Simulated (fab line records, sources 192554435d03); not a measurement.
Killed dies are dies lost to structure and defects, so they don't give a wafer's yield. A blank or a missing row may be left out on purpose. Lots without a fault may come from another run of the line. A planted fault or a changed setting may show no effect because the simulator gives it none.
One fault seen from 2 desks | flow n5_finfet | each desk has only its own numbers; what lay behind them comes last

THE TOOL OWNER'S DESK: litho_track-03
The tool's own readings at N5_BEOL_M1_COAT_61 (time 60 s, resist thk 60 nm): means of the sampled wafers that have a number, for each lot that ran on this tool. A lot is out of limits, marked OUT, if its mean lies more than 4 standard deviations from the usual mean; the brackets give that distance.
Columns: A = plate_temp_C at N5_BEOL_M1_COAT_61, usual 250.04 C; B = spin_speed_rpm at N5_BEOL_M1_COAT_61, usual 1500.1 rpm
lot  | first seen here | A      | B
L492 | day 6 20:34     | 250.13 | 1500.0
L494 | day 6 20:51     | 250.06 | 1500.9
L504 | day 9 11:09     | 250.17 | 761.7 (-99 or more) OUT
L505 | day 9 19:41     | 250.12 | 763.8 (-99 or more) OUT
This desk's finding: out of limits on L504, L505; first on L504, day 9 11:09 (spin_speed_rpm at N5_BEOL_M1_COAT_61). In limits: L492, L494.

THE METROLOGY DESK
What the gauges read, lot by lot, whatever tool the lot ran on: means of the sampled wafers that have a number. A lot is out of limits, marked OUT, if its mean lies more than 4 standard deviations from the usual mean; the brackets give that distance. Of its 10 readings 7 are shown: those that lie furthest out on some lot.
Columns: A = DIBL_N at N5_BEOL_M4_RC_MEAS_101, usual 36.5 mV/V; B = DIBL_P at N5_BEOL_M4_RC_MEAS_101, usual 36.5 mV/V; C = IOFF_N at N5_BEOL_M4_RC_MEAS_101, usual 0.16 nA/um; D = IOFF_P at N5_BEOL_M4_RC_MEAS_101, usual 0.21 nA/um; E = SS_P at N5_BEOL_M4_RC_MEAS_101, usual 73.4 mV/dec; F = VT_N at N5_BEOL_M4_RC_MEAS_101, usual 250 mV; G = VT_P at N5_BEOL_M4_RC_MEAS_101, usual -250.5 mV
lot  | first seen here | A    | B    | C    | D    | E    | F   | G
L492 | day 8 14:59     | 33.1 | 35.4 | 0.14 | 0.18 | 72.8 | 252 | -251.3
L494 | day 8 18:32     | 37.0 | 34.7 | 0.14 | 0.19 | 72.4 | 249 | -250.2
L493 | day 8 23:19     | 38.5 | 38.7 | 0.18 | 0.23 | 74.7 | 249 | -247.8
L499 | day 10 07:19    | 37.3 | 37.4 | 0.16 | 0.21 | 73.2 | 250 | -249.6
L504 | day 11 17:28    | 38.8 | 37.4 | 0.21 | 0.26 | 74.4 | 245 | -248.0
L505 | day 11 19:24    | 37.0 | 37.1 | 0.18 | 0.22 | 73.3 | 249 | -249.4
L507 | day 11 23:17    | 35.4 | 37.5 | 0.15 | 0.19 | 73.7 | 252 | -254.2
L512 | day 13 10:04    | 37.7 | 38.2 | 0.16 | 0.22 | 73.5 | 250 | -252.9
L514 | day 13 21:25    | 37.8 | 40.0 | 0.22 | 0.27 | 74.1 | 246 | -245.0
This desk's finding: nothing out of limits on any of the 9 lots.

PUT TOGETHER
The tool owner's desk could have raised an alarm at day 9 11:09, on L504, L505.
The metrology desk saw nothing out of limits.
The metrology desk has L504, L505 on record, within its limits.
Of the lots named, all ran N5_BEOL_M1_COAT_61 on litho_track-03.

WHAT THE SIMULATOR HAD PUT IN
Process parameter drift: litho_track-03, from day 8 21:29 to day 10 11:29, at N5_BEOL_M1_COAT_61. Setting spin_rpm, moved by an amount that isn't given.
Lots struck among those shown: L504, L505.
Hours from the fault's start to each desk's first reading out of limits: the tool owner's desk, 14.
